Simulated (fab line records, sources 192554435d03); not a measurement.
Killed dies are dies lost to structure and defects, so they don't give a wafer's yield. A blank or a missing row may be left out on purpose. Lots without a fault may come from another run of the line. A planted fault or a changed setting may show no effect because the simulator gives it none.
fab line records | flow n5_finfet
record lots=6 wafers=18 last_day=18
route steps=1938 shown STI_FIN_REVEAL@184 DUMMY_GATE@212 BEOL_M4@1111 PASSIVATION@1936
lots that met no fault: from a run of the same line without faults
start_h: hours from the record's first day to the start of the lot's first wafer shown | wait_h: hours since the lot's step before | " the same as in the row above | L1.1+2: a row that stands for several wafers | - no value, or no start given | * or withheld: withheld | < > ~ a bound
route shown NAME@n: a module of which the file shows steps, and the number in the route of the first | usual: mean/standard deviation of fault-free wafers | same: alike in all rows | chamber/n: place in a boat | sites: the reading at each site | _std_site: their standard deviation | _edge_site: outer sites' mean less inner sites' | radius_mm: how far each site lies from the wafer's centre | mask NAME#n: copy n | behind: the tool/chamber that last shaped the wafer | hold: why the lot was held/for how many hours/how that ended | device: the transistor (n, p or np) that didn't switch | end of line: the same wafers' tests at the end of the route | a step without rows: its recipe alone | killed: dies lost to structure and defects at the first sort, not the wafer's yield | map: a wafer's dies, x killed, . not, _ none there
set.NAME: the setting as run; set.NAME@STEP: as run at that earlier step | model.NAME: the simulator's own value behind a step, which no gauge read
lots at some steps of the route; a table a step, a row a wafer
services: from which hour (start_h, from the record's first day; less than 0 if before it) a tool's chamber was out of use, for how many hours, and why
## steps
# step N5_STI_FIN_REVEAL_ALD_14
# recipe material=Si3N4 target_thk_a=30 temp_c=400 ald_precursor_family=SiH2I2 ald_co_reactant=N2/H2-plasma pressure_torr=2
# step N5_STI_FIN_REVEAL_FCVD_FILL_01
# recipe material=SiO2_flowable target_thk_a=3120 temp_c=100 pressure_torr=0.8 rf_w=2000 time_s=512.2
# step N5_STI_FIN_REVEAL_DENSIFY_02
# recipe temp_c=650 ambient=steam time_s=1800 idle_temp_c=400 densification_p_h2o_torr=640
# step N5_STI_FIN_REVEAL_CMP_04
# recipe stop_on=Si3N4 t_overpolish_s=4 down_force_psi=2 platen_rpm=54.18 post_cmp_clean=alkaline_brush pad_velocity_m_s=1.078 target_thk_nm=131.83
# step N5_STI_FIN_REVEAL_THK_MEAS_05
# usual thk_nm=131.7/1.2
# columns lot.wafer tool chamber start_h wait_h thk_nm
L256.3 film_metro-02 - 39.55 - 130.3
L256.4 " - " " 128.6
L256.5 " - " " 131.4
L260.1 film_metro-02 - 65.03 - 132.6
L260.2 " - " " 130.5
L260.5 " - " " 131.3
L262.2 film_metro-01 - 75.29 - 132.4
L262.4 " - " " 131.8
L262.6 " - " " 131.9
L264.1 film_metro-02 - 89.46 - 132.3
L264.4 " - " " 134.0
L264.6 " - " " 132.3
L275.3 film_metro-02 - 155.18 - 131.0
L275.4 " - " " 132.2
L275.5 " - " " 132.3
L277.4 film_metro-01 - 165.91 - 133.3
L277.5 " - " " 133.7
L277.6 " - " " 133.5
# step N5_STI_FIN_REVEAL_DENSIFY_30
# recipe temp_c=* time_s=* ambient=N2 idle_temp_c=600 ramp_up_c_per_s=150 ramp_down_c_per_s=60 cool_to_c=600
# step N5_STI_FIN_REVEAL_ETCHBACK_08
# recipe chemistry=C4F6/O2 target=SiO2 target_depth_a=305 time_s=10.167 ion_energy_ev=250 pressure_mtorr=30 source_w=345 bias_w=185 Ar_flow_sccm=300 C4F6_flow_sccm=10 O2_flow_sccm=10
# usual C4F6_flow_sccm=9.996/0.028 drypump_motor_current_A=5.8/0.39 oes_f_703_au=0.77/0.087 oes_product_au=0.77/0.087 rf_vpp_V=667/15 showerhead_plenum_p_Torr=2.84/0.1 throttle_valve_pct=21.14/0.27
# columns lot.wafer tool chamber start_h wait_h C4F6_flow_sccm drypump_motor_current_A oes_f_703_au oes_product_au rf_hours_counter_h rf_vpp_V showerhead_plenum_p_Torr throttle_valve_pct
L256.3 rie_diel-05 0 39.82 0.1 9.994 6.6 0.85 0.87 55 672 3.00 21.13
L256.4 " 2 " " 9.983 5.1 0.67 0.67 234 646 2.72 21.20
L256.5 " 1 " " 10.025 5.6 0.71 0.74 - 676 2.72 20.99
L260.1 rie_diel-05 3 65.34 0.2 10.035 5.7 0.75 0.74 176 674 2.82 21.00
L260.2 " 0 " " 9.992 6.6 0.84 0.85 63 673 3.00 21.14
L260.5 " 3 " " 10.006 5.7 0.75 0.74 - 675 2.82 21.00
L262.2 rie_diel-05 1 75.66 0.2 9.996 5.6 0.70 0.74 168 677 2.72 21.04
L262.4 " 2 " " 10.031 5.1 0.67 0.67 246 645 2.71 21.22
L262.6 " 2 " " 10.017 5.1 0.66 0.66 - 646 2.71 21.23
L264.1 rie_diel-05 1 89.70 0.2 10.044 5.6 0.70 0.73 172 675 2.72 21.05
L264.4 " 0 " " 10.007 6.6 0.83 0.85 71 671 2.99 21.14
L264.6 " 1 " " 10.003 5.6 0.70 0.73 - 675 2.72 21.04
L275.3 rie_diel-04 0 155.52 0.2 10.031 6.4 0.73 0.71 230 647 2.94 21.87
L275.4 " 2 " " 9.958 5.5 0.73 0.73 173 688 2.72 21.10
L275.5 " 2 " " 10.000 5.5 0.73 0.73 - 687 2.72 21.09
L277.4 rie_diel-04 0 166.18 0.1 9.972 6.4 0.72 0.70 234 647 2.94 21.87
L277.5 " 2 " " 9.960 5.5 0.73 0.73 - 686 2.72 21.10
L277.6 " 1 " " 10.048 6.1 0.85 0.87 - 671 2.89 20.96
# step N5_STI_FIN_REVEAL_STRIP_24
# recipe chemistry=N2/H2 time_s=90 power_w=100 temp_c=40 pressure_mtorr=100 rf_frequency_hz=6e+07 bias_power_w=3 n2_flow_sccm=300 h2_flow_sccm=300
# usual drypump_motor_current_A=5.8/0.39 oes_product_au=0.76/0.087 rf_vpp_V=45.3/0.94 showerhead_plenum_p_Torr=3.37/0.12 throttle_valve_pct=12.22/0.24
# columns lot.wafer tool chamber start_h wait_h drypump_motor_current_A oes_product_au rf_hours_counter_h rf_vpp_V showerhead_plenum_p_Torr throttle_valve_pct
L256.3 rie_diel-05 0 39.86 0.0 6.6 0.87 55 47.3 3.58 12.11
L256.4 " 2 " " 5.1 0.67 234 45.6 3.22 12.38
L256.5 " 1 " " 5.6 0.75 - 45.4 3.24 12.16
L260.1 rie_diel-05 3 65.37 0.0 5.7 0.72 176 44.6 3.36 12.15
L260.2 " 0 " " 6.6 0.86 63 45.8 3.57 12.14
L260.5 " 3 " " 5.7 0.73 - 44.5 3.36 12.16
L262.2 rie_diel-05 1 75.69 0.0 5.6 0.75 168 45.7 3.23 12.21
L262.4 " 2 " " 5.1 0.67 246 46.1 3.21 12.42
L262.6 " 2 " " 5.1 0.66 - 44.6 3.21 12.41
L264.1 rie_diel-05 1 89.74 0.0 5.6 0.74 172 44.2 3.23 12.18
L264.4 " 0 " " 6.6 0.85 71 45.7 3.57 12.13
L264.6 " 1 " " 5.6 0.73 - 43.6 3.23 12.19
L275.3 rie_diel-04 0 155.56 0.0 6.4 0.71 230 46.5 3.44 12.78
L275.4 " 2 " " 5.5 0.72 173 44.7 3.24 12.24
L275.5 " 2 " " 5.5 0.73 - 44.7 3.24 12.23
L277.4 rie_diel-04 0 166.22 0.0 6.4 0.71 234 45.7 3.44 12.78
L277.5 " 2 " " 5.5 0.72 - 45.0 3.24 12.23
L277.6 " 1 " " 6.1 0.87 - 45.3 3.44 11.93
# step N5_STI_FIN_REVEAL_PRECLEAN_25
# recipe chemistry=SPM time_s=90 temp_c=120 mix=4:1
# step N5_STI_FIN_REVEAL_PRECLEAN_26
# recipe chemistry=SC1 time_s=45 temp_c=46 mix=1:2:100
# step N5_STI_FIN_REVEAL_PRECLEAN_29
# recipe chemistry=DHF time_s=30 temp_c=25 dilution=300:1
# step N5_STI_FIN_REVEAL_SRD_12
# recipe time_s=30 temp_c=23 rinse_liquid=diw dry=ipa_marangoni
# step N5_STI_FIN_REVEAL_RECESS_09
# recipe chemistry=HF/NH3 target=SiO2 afs_cycles=11 target_depth_a=425 temp_c=30 sublimation_temp_c=180 sublimation_time_s=60
# usual drypump_motor_current_A=5.95/0.28 temp_c=29.98/0.1
# columns lot.wafer tool chamber start_h wait_h drypump_motor_current_A temp_c
L256.3 vapor_etch-01 0 40.60 0.6 5.76 29.92
L256.4 " 1 " " 5.97 30.03
L256.5 " 0 " " 5.81 29.89
L260.1 vapor_etch-02 1 65.59 0.0 5.66 30.02
L260.2 " 0 " " 6.40 29.97
L260.5 " 1 66.65 1.1 5.69 29.95
L262.2 vapor_etch-01 1 75.91 0.0 5.97 30.12
L262.4 " 0 " " 5.78 30.01
L262.6 " 1 " " 5.98 30.03
L264.1 vapor_etch-01 1 89.95 0.0 5.99 29.92
L264.4 " 0 " " 5.80 30.10
L264.6 " 1 " " 5.99 30.16
L275.3 vapor_etch-02 0 156.31 0.6 6.42 26.83
L275.4 " 1 " " 5.69 29.85
L275.5 " 1 " " 5.67 30.05
L277.4 vapor_etch-02 1 166.97 0.6 5.65 29.80
L277.5 " 1 " " 5.67 30.07
L277.6 " 0 " " 6.38 26.77
# step N5_STI_FIN_REVEAL_STRIP_16
# recipe chemistry=H3PO4 material=SiNx temp_c=165 target_depth_a=238 overetch_fraction=0.4964 dry=ipa_marangoni
# step N5_STI_FIN_REVEAL_PRECLEAN_17
# recipe chemistry=NF3:NH3 afs_cycles=1 temp_c=30 time_s=20 sublimation_temp_c=180 sublimation_time_s=60 pressure_torr=3 rf_power_w=30
# step N5_STI_FIN_REVEAL_ETCH_34
# recipe chemistry=H2 mode=isotropic material=Si target=Si target_depth_a=9.7 temp_c=20 pressure_mtorr=4.5 icp_w=300 bias_w=0 h2_flow_sccm=7.5 he_flow_sccm=142.5
# usual drypump_motor_current_A=5.6/0.34 he_backside_leak_sccm=2.8/0.43 oes_product_au=1.004/0.014 throttle_valve_pct=26.0/0.33
# columns lot.wafer tool chamber start_h wait_h drypump_motor_current_A he_backside_leak_sccm oes_product_au rf_hours_counter_h throttle_valve_pct
L256.3 rie_si-05 1 42.16 0.1 5.9 2.7 1.016 116 25.7
L256.4 " 2 " " 5.5 3.0 1.014 112 25.9
L256.5 " 3 " " 5.2 3.2 0.991 - 25.7
L260.1 rie_si-05 3 67.71 0.2 5.2 3.3 1.004 78 25.7
L260.2 " 2 " " 5.5 2.8 1.023 113 25.9
L260.5 " 0 " " 6.1 2.4 0.986 - 26.4
L262.2 rie_si-03 2 78.01 0.2 5.3 2.4 0.987 8 26.2
L262.4 " 2 " " 5.2 2.4 0.985 - 26.2
L262.6 " 1 " " 6.0 2.6 1.016 - 26.0
L264.1 rie_si-03 0 92.05 0.2 5.5 3.7 1.018 175 26.0
L264.4 " 3 " " 6.0 2.4 1.017 8 25.6
L264.6 " 3 " " 6.1 2.3 1.006 - 25.6
L275.3 rie_si-05 3 157.87 0.1 5.2 3.5 1.005 80 25.7
L275.4 " 2 " " 5.5 3.0 1.017 114 25.9
L275.5 " 3 " " 5.2 3.4 0.988 - 25.7
L277.4 rie_si-02 0 168.54 0.1 5.3 2.8 0.983 1 26.1
L277.5 " 3 " " 5.6 2.7 1.010 - 25.6
L277.6 " 2 " " 5.8 2.6 1.005 - 26.7
# step N5_STI_FIN_REVEAL_OXIDATION_31
# recipe chemistry=O2_PLASMA_REMOTE temp_c=150 time_s=20 pressure_mtorr=1000 source_power_w=2000 o2_flow_sccm=3000
# usual drypump_motor_current_A=5.6/0.37 heater_power_w=142/15
# columns lot.wafer tool chamber start_h wait_h drypump_motor_current_A heater_power_w rf_hours_counter_h
L256.3 plasma_asher-02 1 42.24 0.1 5.0 133 -
L256.4 " 0 " " 6.0 171 -
L256.5 " 0 " " 5.9 167 -
L260.1 plasma_asher-01 0 67.77 0.0 5.7 129 90
L260.2 " 1 " " 5.9 143 90
L260.5 " 1 " " 5.9 141 -
L262.2 plasma_asher-01 0 78.08 0.0 5.7 128 93
L262.4 " 1 " " 5.9 142 -
L262.6 " 1 " " 5.9 143 -
L264.1 plasma_asher-01 1 92.11 0.0 5.9 139 96
L264.4 " 1 " " 5.9 142 -
L264.6 " 0 " " 5.7 130 -
L275.3 plasma_asher-02 0 157.95 0.1 5.9 163 -
L275.4 " 1 " " 5.0 133 -
L275.5 " 0 " " 6.0 169 -
L277.4 plasma_asher-01 0 168.62 0.1 5.7 124 -
L277.5 " 0 " " 5.7 130 -
L277.6 " 1 " " 5.9 134 -
# step N5_STI_FIN_REVEAL_PRECLEAN_32
# recipe chemistry=NF3:NH3 afs_cycles=1 temp_c=30 time_s=20 sublimation_temp_c=180 sublimation_time_s=60 pressure_torr=3 rf_power_w=30
# step N5_STI_FIN_REVEAL_STRIP_35
# recipe chemistry=H3PO4 material=Si3N4 temp_c=165 target_depth_a=40 time_s=39
# step N5_STI_FIN_REVEAL_SRD_21
# recipe dry=ipa_marangoni time_s=30 temp_c=23 rinse_liquid=diw
# step N5_STI_FIN_REVEAL_OXIDATION_33
# recipe chemistry=O2_PLASMA_REMOTE temp_c=150 time_s=20 pressure_mtorr=1000 source_power_w=2000 o2_flow_sccm=3000
# usual drypump_motor_current_A=5.6/0.4 heater_power_w=143/15
# columns lot.wafer tool chamber start_h wait_h drypump_motor_current_A heater_power_w rf_hours_counter_h
L256.3 plasma_asher-01 0 42.60 0.0 5.7 128 -
L256.4 " 1 " " 5.9 139 -
L256.5 " 1 " " 5.9 143 -
L260.1 plasma_asher-02 0 68.12 0.0 6.0 166 31
L260.2 " 1 " " 5.0 136 31
L260.5 " 1 " " 5.0 136 -
L262.2 plasma_asher-02 1 78.43 0.0 5.0 136 34
L262.4 " 0 " " 5.9 163 -
L262.6 " 1 " " 5.0 134 -
L264.1 plasma_asher-02 1 92.47 0.0 5.0 134 37
L264.4 " 0 " " 5.9 169 -
L264.6 " 0 " " 5.9 166 -
L275.3 plasma_asher-02 0 158.31 0.1 5.9 170 -
L275.4 " 1 " " 5.0 133 -
L275.5 " 0 " " 5.9 169 -
L277.4 plasma_asher-02 1 168.98 0.0 5.0 134 -
L277.5 " 0 " " 5.9 173 -
L277.6 " 1 " " 4.9 135 -
# step N5_STI_FIN_REVEAL_CLEAN_19
# recipe chemistry=O3/DIW temp_c=25 time_s=120 o3_ppm=10
# step N5_STI_FIN_REVEAL_SRD_23
# recipe dry=ipa_marangoni time_s=30 temp_c=23 rinse_liquid=diw
# step N5_STI_FIN_REVEAL_CD_MEAS_22
# recipe target_cd_nm=6.238 pitch_nm=28 polarity=line
# usual cd_nm=6.32/0.26
# columns lot.wafer tool chamber start_h wait_h cd_nm
L256.3 cd_sem-02 - 42.74 0.0 6.75
L256.4 " - " " 6.64
L256.5 " - " " 6.33
L260.1 cd_sem-02 - 68.28 0.0 6.26
L260.2 " - " " 6.66
L260.5 " - " " 6.79
L262.2 cd_sem-03 - 78.59 0.0 6.71
L262.4 " - " " 5.93
L262.6 " - " " 6.39
L264.1 cd_sem-02 - 92.64 0.0 6.25
L264.4 " - " " 6.08
L264.6 " - " " 6.43
L275.3 cd_sem-03 - 158.45 0.0 6.16
L275.4 " - " " 6.70
L275.5 " - " " 6.25
L277.4 cd_sem-02 - 169.12 0.0 6.38
L277.5 " - " " 6.57
L277.6 " - " " 6.30
# step N5_STI_FIN_REVEAL_FIN_H_MEAS_10
# usual trench_depth_nm=51.9/0.81
# columns lot.wafer tool chamber start_h wait_h trench_depth_nm
L256.3 ocd-01 - 42.77 0.0 52.4
L256.4 " - " " 52.0
L256.5 " - " " 52.0
L260.1 ocd-01 - 68.31 0.0 53.9
L260.2 " - " " 52.7
L260.5 " - " " 53.3
L262.2 ocd-01 - 78.62 0.0 52.4
L262.4 " - " " 51.8
L262.6 " - " " 51.4
L264.1 ocd-02 - 92.67 0.0 52.5
L264.4 " - " " 52.6
L264.6 " - " " 52.3
L275.3 ocd-01 - 158.49 0.0 55.8
L275.4 " - " " 51.6
L275.5 " - " " 51.8
L277.4 ocd-01 - 169.15 0.0 51.8
L277.5 " - " " 51.6
L277.6 " - " " 56.9
# step N5_STI_FIN_REVEAL_PRECLEAN_18
# recipe chemistry=SC2 time_s=45 temp_c=35 mix=1:1:50
# step N5_STI_FIN_REVEAL_SRD_28
# recipe dry=ipa_marangoni time_s=30 temp_c=23 rinse_liquid=diw
# step N5_STI_FIN_REVEAL_INSPECT_13
# recipe inspect_instrument=darkfield mode=post_clean
# usual raw_defect_count=12/6.3
# columns lot.wafer tool chamber start_h wait_h raw_defect_count
L256.3 defect_inspect-01 - 42.86 0.0 7
L256.4 " - " " 5
L256.5 " - " " 10
L260.1 defect_inspect-02 - 68.40 0.0 12
L260.2 " - " " 15
L260.5 " - " " 15
L262.2 defect_inspect-02 - 78.73 0.0 10
L262.4 " - " " 12
L262.6 " - " " 15
L264.1 defect_inspect-02 - 92.75 0.0 8
L264.4 " - " " 19
L264.6 " - " " 15
L275.3 defect_inspect-01 - 158.57 0.0 11
L275.4 " - " " 16
L275.5 " - " " 7
L277.4 defect_inspect-01 - 169.24 0.0 7
L277.5 " - " " 12
L277.6 " - " " 13
# step N5_DUMMY_GATE_PRECLEAN_00
# recipe chemistry=O3/DIW time_s=60 temp_c=22 o3_ppm=10
# step N5_DUMMY_GATE_SRD_01
# recipe time_s=30 temp_c=23 rinse_liquid=diw dry=ipa_marangoni
# step N5_DUMMY_GATE_ALD_02
# recipe material=SiO2 target_thk_a=20 temp_c=300 ald_precursor_family=BDEAS ald_co_reactant=O2-plasma pulse_time_s=1 pressure_torr=2
# step N5_DUMMY_GATE_CVD_03
# recipe material=a-Si target_thk_a=1500 temp_c=530 precursor=SiH4 time_s=8042
# step N5_DUMMY_GATE_PRECLEAN_46
# recipe chemistry=DIW time_s=89.5 temp_c=23
# step N5_DUMMY_GATE_SRD_47
# recipe dry_time_s=32 dry=n2_spin spin_rpm=1500
# step N5_DUMMY_GATE_CMP_04
# recipe material=a-Si post_cmp_clean=alkaline_brush
# step N5_DUMMY_GATE_THK_MEAS_05
# usual thk_nm=71.9/1
# columns lot.wafer tool chamber start_h wait_h thk_nm
L256.3 film_metro-01 - 47.22 0.1 73.2
L256.4 " - " " 71.6
L256.5 " - " " 72.6
L260.1 film_metro-02 - 72.78 0.1 72.3
L260.2 " - " " 70.8
L260.5 " - " " 72.2
L262.2 film_metro-02 - 82.96 0.2 71.7
L262.4 " - " " 73.3
L262.6 " - " " 71.9
L264.1 film_metro-01 - 97.19 0.1 71.7
L264.4 " - " " 71.5
L264.6 " - " " 71.5
L275.3 film_metro-02 - 162.75 0.2 73.3
L275.4 " - " " 73.1
L275.5 " - " " 72.9
L277.4 film_metro-02 - 173.42 0.2 70.3
L277.5 " - " " 70.3
L277.6 " - " " 70.1
# step N5_DUMMY_GATE_HM_DEP_06
# recipe material=SiNx target_thk_a=800 precursor=DCS/NH3 temp_c=700 pressure_mtorr=300 time_s=5141
# step N5_DUMMY_GATE_PECVD_30
# recipe material=SiO2 target_thk_a=550 temp_c=400 precursor=TEOS/O2 pressure_torr=6.5 rf_w=withheld teos_flow_sccm=withheld gas=O2 flow_sccm=2650 time_s=10.8
# step N5_DUMMY_GATE_COAT_34
# recipe resist=SOC temp_c=250 time_s=60 spin_rpm=1500 resist_thk_nm=60
# step N5_DUMMY_GATE_COAT_35
# recipe resist=SiARC temp_c=220 time_s=60 spin_rpm=1500 resist_thk_nm=10
# step N5_DUMMY_GATE_COAT_28
# recipe resist=underlayer temp_c=205 time_s=60 spin_rpm=1500 resist_thk_nm=10
# step N5_DUMMY_GATE_COAT_09
# recipe resist=CAR-EUV spin_rpm=1500 resist_thk_nm=30
# step N5_BEOL_M4_RC_MEAS_101
# usual DIBL_N=36.5/1.8 DIBL_P=36.5/2.1 IOFF_N=0.17/0.031 IOFF_P=0.22/0.036 ION_N=677/11 ION_P=463/8 SS_N=71.6/0.61 SS_P=73.3/0.63 VT_N=249/3.1 VT_P=-250/3.3
# columns lot.wafer tool chamber start_h wait_h DIBL_N[mV/V] DIBL_P[mV/V] IOFF_N[nA/um] IOFF_P[nA/um] ION_N[uA/um] ION_P[uA/um] SS_N[mV/dec] SS_P[mV/dec] VT_N[mV] VT_P[mV]
L256.3 prober-01 0 176.51 0.3 39.0 39.2 0.22 0.24 690 465 72.4 74.2 241 -251
L256.4 " 0 " " 38.3 38.6 0.21 0.24 687 470 71.9 74.9 243 -251
L256.5 " 0 " " 38.2 38.3 0.21 0.22 696 466 71.7 73.3 243 -250
L260.1 prober-01 0 201.93 0.0 35.5 35.4 0.14 0.20 675 466 70.5 72.9 250 -250
L260.2 " 0 " " 35.4 34.3 0.14 0.20 667 468 71.3 72.9 249 -248
L260.5 " 0 " " 36.8 37.7 0.18 0.24 687 473 72.2 73.5 247 -247
L262.2 prober-01 0 212.12 0.2 37.0 37.4 0.18 0.23 691 471 71.1 73.8 246 -248
L262.4 " 0 " " 36.4 35.4 0.15 0.19 671 461 71.6 72.8 251 -252
L262.6 " 0 " " 38.8 38.7 0.21 0.25 692 466 71.7 74.3 244 -247
L264.1 prober-01 0 219.75 0.0 38.3 39.2 0.22 0.29 689 474 72.2 74.2 244 -244
L264.4 " 0 " " 33.3 33.0 0.13 0.19 671 466 70.1 72.8 250 -251
L264.6 " 0 " " 34.6 34.4 0.15 0.21 672 467 71.2 72.5 251 -248
L275.3 prober-01 0 306.55 0.3 35.9 38.5 0.16 0.22 714 503 72.0 74.1 250 -252
L275.4 " 0 " " 33.4 34.9 0.12 0.18 671 459 70.6 73.5 251 -253
L275.5 " 0 " " 32.7 33.4 0.10 0.15 654 449 70.1 72.2 256 -256
L277.4 prober-02 0 313.24 0.5 37.9 38.7 0.20 0.28 678 472 71.8 73.9 244 -245
L277.5 " 0 " " 37.9 38.7 0.21 0.28 685 470 71.8 73.9 245 -244
L277.6 " 0 " " 38.4 39.5 0.21 0.30 729 504 72.2 74.1 243 -244
# step N5_PASSIVATION_PROBE_49
# usual defect_limited_yield=91.4/1.5 killed_at_M0_to_M3=35/11 killed_at_M4_up=16/7 killed_at_contacts=11/5.3 killed_at_front_end=37/11 killed_at_other=3.1/2.8 killed_dies=102/18 killed_open=69/15 killed_short=31/7.8 sort_bin_5_function=5.1/1.1 sort_bin_6_memory=3.2/0.69 sort_n_pass=1078/18 sort_yield_pct=91.4/1.5
# same gross_dies=1180 killed_at_back_side=0 sort_bin_4_leakage[%]=0 sort_bin_8_speed[%]=0
# columns lot.wafer tool chamber start_h wait_h defect_limited_yield[%] killed_at_M0_to_M3 killed_at_M4_up killed_at_contacts killed_at_front_end killed_at_other killed_dies killed_open killed_short sort_bin_5_function[%] sort_bin_6_memory[%] sort_n_pass sort_yield_pct[%]
L260.2 prober-01 - 303.24 0.1 91.1 23 23 13 41 5 105 72 30 5.5 3.2 1075 91.1
L262.2 prober-01 - 313.48 0.1 91.4 39 14 13 31 5 102 57 41 4.4 3.6 1078 91.4
L262.4 prober-01 - 313.58 0.2 90.1 55 13 2 40 7 117 66 49 6.3 3.2 1063 90.1
# killed by level:class
L260.2 FIN_SAQP:geometric_particle:open=11 MOL_CONTACT_COAG:geometric_particle:open=11 BEOL_M4:geometric_particle:open=10 BEOL_M0_SAQP:geometric_particle:open=9 STI_FIN_REVEAL:geometric_particle:open=7 STI_FIN_REVEAL:geometric_particle:short=4 BEOL_M3:geometric_particle:short=4 ILD0:geometric_particle:short=3
L262.2 MOL_CONTACT_COAG:geometric_particle:open=11 FIN_SAQP:geometric_particle:short=10 BEOL_M0_SAQP:geometric_particle:open=10 BEOL_M0_SAQP:geometric_particle:short=9 BEOL_M1:geometric_particle:open=7 FIN_SAQP:geometric_particle:open=5 DUMMY_GATE:geometric_particle:open=4 BEOL_M0:geometric_particle:short=4
L262.4 BEOL_M0_SAQP:geometric_particle:short=17 BEOL_M0_SAQP:geometric_particle:open=16 FIN_SAQP:geometric_particle:short=9 STI_FIN_REVEAL:geometric_particle:open=9 BEOL_M1:geometric_particle:open=7 FIN_SAQP:geometric_particle:open=5 BEOL_M0:geometric_particle:open=4 BEOL_M1:geometric_particle:short=4
## services
# columns tool chamber start_h hours kind
vapor_etch-01 0 26.24 11.2 repair
rie_diel-04 2 32.91 5.1 repair
rie_diel-05 - 34.27 1.2 repair
rie_si-05 2 35.47 5.0 repair
rie_si-02 - 53.08 14.6 pm
rie_diel-04 2 53.58 6.0 repair
rie_si-02 - 67.68 2.8 pm
rie_si-03 3 76.56 1.9 repair
rie_diel-05 2 91.55 11.1 repair
rie_diel-05 2 102.69 - clean
rie_diel-05 2 102.69 - consumable_replace:focus_ring
rie_diel-05 2 102.69 - consumable_replace:showerhead
rie_diel-05 2 102.69 17.7 scheduled_down
rie_diel-05 2 102.69 17.7 vent_cycle
plasma_asher-01 - 105.82 1.8 repair
rie_si-02 0 111.82 - clean
rie_si-02 0 111.82 17.1 scheduled_down
rie_si-02 0 111.82 17.1 vent_cycle
rie_si-05 0 116.44 2.3 repair
rie_diel-04 2 122.02 1.8 repair
vapor_etch-02 1 124.84 0.8 repair
vapor_etch-02 0 141.99 2.5 repair
rie_diel-05 0 166.50 3.8 repair
rie_diel-05 3 168.28 4.5 repair
## key
first_sign step=N5_STI_FIN_REVEAL_RECESS_09 reading=temp_c direction=down sigmas=31 usual=* struck=*
effect step=N5_STI_FIN_REVEAL_FIN_H_MEAS_10 reading=trench_depth_nm direction=up sigmas=5.5 usual=51.9 struck=56.3
effect step=N5_BEOL_M4_RC_MEAS_101 reading=ION_P direction=up sigmas=5.1 usual=463 struck=504
effect step=N5_BEOL_M4_RC_MEAS_101 reading=ION_N direction=up sigmas=3.9 usual=677 struck=722
met_at N5_STI_FIN_REVEAL_RECESS_09
struck_wafers L275.3,L277.6
onset_between 65.59 156.31
fault kind=process_parameter_drift tool=vapor_etch-02 chamber=0 onset_h=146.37 steps=N5_STI_FIN_REVEAL_RECESS_09 channel=temp_c offset=* shape=step end_h=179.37 acts_in=* stated=*
